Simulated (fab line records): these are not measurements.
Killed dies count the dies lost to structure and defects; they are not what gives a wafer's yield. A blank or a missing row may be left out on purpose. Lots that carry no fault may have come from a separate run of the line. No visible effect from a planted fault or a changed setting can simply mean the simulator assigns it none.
Code-filled problem report in 8D (eight disciplines) form | flow n5-finfet | the parts of the form that need people (team, actions taken, sign-off) are left out

## 1. THE PROBLEM
IOFF_N at N5_BEOL_M4_RC_MEAS_101 reads a mean of 0.40 nA/um on 3 wafers of 2 lots; wafers without a fault read 0.16 nA/um with a standard deviation of 0.032. That is +7.6 standard deviations from the usual mean.
Seen first at day 9 05:44 on prober-01, wafer L863.3. The record has a number at this step for 30 wafers belonging to 10 lots. Rule for "out" (also "out of limits"): further than 4 standard deviations from the usual mean. All remaining wafers that have a number are taken as sound.

## 2. WHAT IT IS, AND WHAT IT ISN'T
question                    | is                                 | is not
which readings at this step | IOFF_N, DIBL_N, IOFF_N_85C, REXT_N | DIBL_P, IOFF_P, ION_P, VT_P
which lots                  | L863, L864                         | L859, L861, L862, L876, L877, L878, L880, L881
which wafers of those lots  | L863.3, L863.5, L864.5             | L863.6, L864.2, L864.6
read on which gauges        | prober-01                          | prober-02
when                        | from day 9 05:44                   | up to then (10 sound wafers); but 17 sound wafers of L864, L876, L877, L878, L880, L881 came after

## 3. WHAT RULES OUT EACH SUSPECT
Counting: a tool at a process step up to the reading stays a suspect if it ran every lot that is out. Sound lots after the first of them don't rule it out here, since some wafers of a struck lot are sound.
- the gauge at N5_BEOL_M4_RC_MEAS_101: kept. All the wafers that are out were read on prober-01, and no step on other tools shows them out.
- epi-rpcvd-01 at N5_SD_EPI_N_VAPOR_ETCH_50 (etches Si in HCl, time 54 s): kept. It ran every lot that is out, first L863 (day 4 02:00); its last sound lot up to then is L862 (day 3 20:19).
- pvd-sputter-02 at N5_BEOL_M4_SURFACE_TREAT_85: kept. It ran every lot that is out, first L863 (day 9 00:19); its last sound lot up to then is L862 (day 8 10:22).
epi-rpcvd-01 at N5_SD_EPI_N_VAPOR_ETCH_50, pvd-sputter-02 at N5_BEOL_M4_SURFACE_TREAT_85 and prober-01 at N5_BEOL_M4_RC_MEAS_101 are what is left after counting.

## 4. THE CAUSE (what the simulator had put in)
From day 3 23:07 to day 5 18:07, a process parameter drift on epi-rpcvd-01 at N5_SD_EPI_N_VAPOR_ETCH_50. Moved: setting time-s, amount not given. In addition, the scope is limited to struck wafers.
3 suspects survive the count, and this tool is in that group.

## 5. THE CHAIN OF EFFECTS, in route order
Each row: a reading where the mean over the struck wafers with a number is more than 3 standard deviations away from the usual. Readings are gone through only where the record gives a usual standard deviation; hours: the median, over the lots, of the time from a lot's start at the first step in this table giving one to that lot's start at this step; sigmas: the change measured in usual standard deviations.
hours | step                    | reading            | usual       | on struck wafers | change | sigmas
0     | N5_BEOL_M4_RC_MEAS_101  | DIBL_N             | 36.2 mV/V   | 45.4             | +9.2   | +5.8
0     | N5_BEOL_M4_RC_MEAS_101  | IOFF_N             | 0.16 nA/um  | 0.40             | +0.24  | +7.6
0     | N5_BEOL_M4_RC_MEAS_101  | IOFF_N_85C         | 3.1 nA/um   | 6.9              | +3.8   | +7.3
0     | N5_BEOL_M4_RC_MEAS_101  | IOFF_N_LIN         | 0.073 nA/um | 0.126            | +0.053 | +4.8
0     | N5_BEOL_M4_RC_MEAS_101  | ION_N              | 672 uA/um   | 718              | +46    | +4.2
0     | N5_BEOL_M4_RC_MEAS_101  | REXT_N             | 74.9 ohm.um | 64.9             | -10.0  | -6.3
0     | N5_BEOL_M4_RC_MEAS_101  | SS_N               | 71.4 mV/dec | 74.8             | +3.4   | +5.8
0     | N5_BEOL_M4_RC_MEAS_101  | VT_N               | 250 mV      | 237              | -13    | -3.9
0     | N5_BEOL_M4_RC_MEAS_101  | VT_N_LVT           | 99 mV       | 86               | -13    | -4.2
111   | N5_PASSIVATION_PROBE_49 | sort_bin_4_leakage | 0.00 %      | 23.19            | +23.19 | +99 or more
111   | N5_PASSIVATION_PROBE_49 | sort-n-pass        | 1079        | 810              | -269   | -18
111   | N5_PASSIVATION_PROBE_49 | sort-yield-pct     | 91.4 %      | 68.7             | -22.7  | -17
Its process steps:
- N5_PASSIVATION_PROBE_49

## 6. WHAT WOULD HAVE CAUGHT IT SOONER
Counted from the fault's start at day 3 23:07, it took 127 hours until the first out-of-limits reading at a measuring or inspecting step in this record, taken at day 9 05:44.
Of the tool readings at N5_SD_EPI_N_VAPOR_ETCH_50 for which the record gives a usual standard deviation, none was out on any struck wafer, so an alarm limit of 4 standard deviations on them would not have fired.
Each of the lots that are out, 2 in all, had begun N5_SD_EPI_N_VAPOR_ETCH_50 on epi-rpcvd-01 no later than day 9 05:44. Had the tool been put on hold then, not one of them would have been saved.
